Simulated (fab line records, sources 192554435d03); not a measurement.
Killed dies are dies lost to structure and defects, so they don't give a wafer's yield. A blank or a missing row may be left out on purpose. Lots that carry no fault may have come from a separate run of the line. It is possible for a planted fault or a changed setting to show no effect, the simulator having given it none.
Which tool is to blame?    flow n5 finfet    Sampling: 24 lots, 72 wafers, 3 of 1938 route steps

== WHAT EACH GAUGE READ, for each wafer ==
N5_BEOL_M14_THK_MEAS_50: measures by xrf. Usual: M14_THK gives 563 nm (standard deviation 11).
lot   measured      on             M14_THK (nm)  flag
L074  day 11 06:59  film metro-01  557 557 559   
L077  day 12 07:44  film metro-01  585 567 569   
L076  day 12 07:54  film metro-01  541 549 553   
L075  day 12 13:40  film metro-01  576 567 567   
L078  day 13 00:28  film metro-02  546 579 553   
L080  day 13 16:02  film metro-01  558 565 564   
L082  day 13 20:12  film metro-02  569 568 557   
L079  day 13 21:20  film metro-01  567 546 565   
L081  day 13 23:35  film metro-02  567 567 568   
L083  day 14 00:19  film metro-02  558 562 561   
L085  day 15 05:30  film metro-02  561 562 563   
L084  day 15 06:11  film metro-02  553 558 554   
L086  day 15 09:48  film metro-02  561 561 575   
L087  day 15 12:33  film metro-02  559 557 558   
L089  day 15 12:33  film metro-01  557 558 556   
L088  day 15 13:14  film metro-02  561 572 572   
L090  day 15 15:11  film metro-02  558 562 564   
L091  day 16 00:52  film metro-01  561 545 552   
L092  day 16 12:08  film metro-02  566 565 576   
L093  day 16 23:56  film metro-02  552 553 554   
L095  day 17 13:19  film metro-02  556 555 563   
L094  day 17 21:04  film metro-02  586 582 575   
L096  day 17 21:46  film metro-02  562 556 560   
L097  day 18 12:40  film metro-02  545 551 551   

N5_BEOL_M15_THK_MEAS_01. Usual: M15_ILD_THK gives 1630 nm (standard deviation 22).
lot   measured      on             M15_ILD_THK (nm)  flag
L074  day 11 07:26  film metro-01  1606 1613 1650    
L077  day 12 08:10  film metro-01  1616 1651 1652    
L076  day 12 08:20  film metro-02  1609 1648 1665    
L075  day 12 14:06  film metro-01  1624 1644 1666    
L078  day 13 00:55  film metro-01  1628 1649 1647    
L080  day 13 16:29  film metro-02  1621 1600 1622    
L082  day 13 20:38  film metro-01  1614 1617 1642    
L079  day 13 21:47  film metro-02  1613 1615 1628    
L081  day 14 00:08  film metro-01  1625 1649 1644    
L083  day 14 00:52  film metro-02  1623 1684 1645    
L085  day 15 06:03  film metro-01  1616 1608 1622    
L084  day 15 06:44  film metro-01  1584 1620 1617    
L086  day 15 10:14  film metro-02  1632 1601 1649    
L087  day 15 12:59  film metro-02  1628 1598 1650    
L089  day 15 12:59  film metro-01  1633 1650 1633    
L088  day 15 13:40  film metro-01  1650 1609 1666    
L090  day 15 15:38  film metro-01  1607 1655 1658    
L091  day 16 01:25  film metro-01  1621 1655 1641    
L092  day 16 12:34  film metro-02  1621 1635 1663    
L093  day 17 00:31  film metro-01  1631 1637 1625    
L095  day 17 13:54  film metro-01  1631 1631 1651    
L094  day 17 21:38  film metro-02  1608 1610 1619    
L096  day 17 22:14  film metro-02  1606 1619 1626    
L097  day 18 13:07  film metro-01  1615 1659 1644    

N5_BEOL_M15_OVL_MEAS_11. Usual: V14_OVL gives 3 nm (standard deviation 4.2).
lot   measured      on          V14_OVL (nm)  flag
L074  day 11 07:46  overlay-01  4 12 4        
L077  day 12 08:31  overlay-01  1 0 7         
L076  day 12 08:48  overlay-02  -7 -7 0       
L075  day 12 14:26  overlay-02  4 -1 -4       
L078  day 13 01:15  overlay-01  2 5 6         
L080  day 13 16:56  overlay-02  4 7 8         
L082  day 13 21:06  overlay-01  4 8 7         
L079  day 13 22:07  overlay-01  5 -2 2        
L081  day 14 00:36  overlay-02  3 8 7         
L083  day 14 01:12  overlay-02  0 8 5         
L085  day 15 06:23  overlay-01  5 12 8        
L084  day 15 07:05  overlay-02  -5 3 -3       
L086  day 15 10:34  overlay-01  0 3 8         
L087  day 15 13:27  overlay-02  -2 4 -3       
L089  day 15 13:37  overlay-02  0 -2 2        
L088  day 15 14:08  overlay-02  -1 0 6        
L090  day 15 16:05  overlay-01  -2 -4 -1      
L091  day 16 01:45  overlay-01  2 10 2        
L092  day 16 12:55  overlay-01  0 3 1         
L093  day 17 00:51  overlay-01  -1 10 -1      
L095  day 17 14:22  overlay-02  -1 -1 1       
L094  day 17 22:06  overlay-02  3 2 1         
L096  day 17 22:35  overlay-02  1 3 7         
L097  day 18 13:28  overlay-02  8 11 0        

== EACH LOT AND THE TOOL THAT RAN IT (in order: tool; ch and the chambers of the sampled wafers; start) ==
No process step before these readings appears in the record.

== WHAT THE TOOLS THEMSELVES READ (means of the sampled wafers that have a number; where no wafer has one, the mark that the record gives instead) ==
The record holds no such reading with a usual standard deviation.

== THE ANSWER, worked out from the rows above alone ==
Rule: lot off if the mean of its wafers having a number is beyond 3 standard deviations from the usual mean. Also off: a lot with no number at a reading for which 4 or more lots have one. Any other lot the step has rows for is counted as sound. First the gauges in route order, then the tools' own readings, where a lot's mean is used as printed above. The first step at which some lot is off is used, and at that step the reading that is off furthest; a lot without a number counts as furthest.
None of the lots is off at any reading shown; this tells nothing.

== WHAT WAS PUT IN BY THE SIMULATOR ==
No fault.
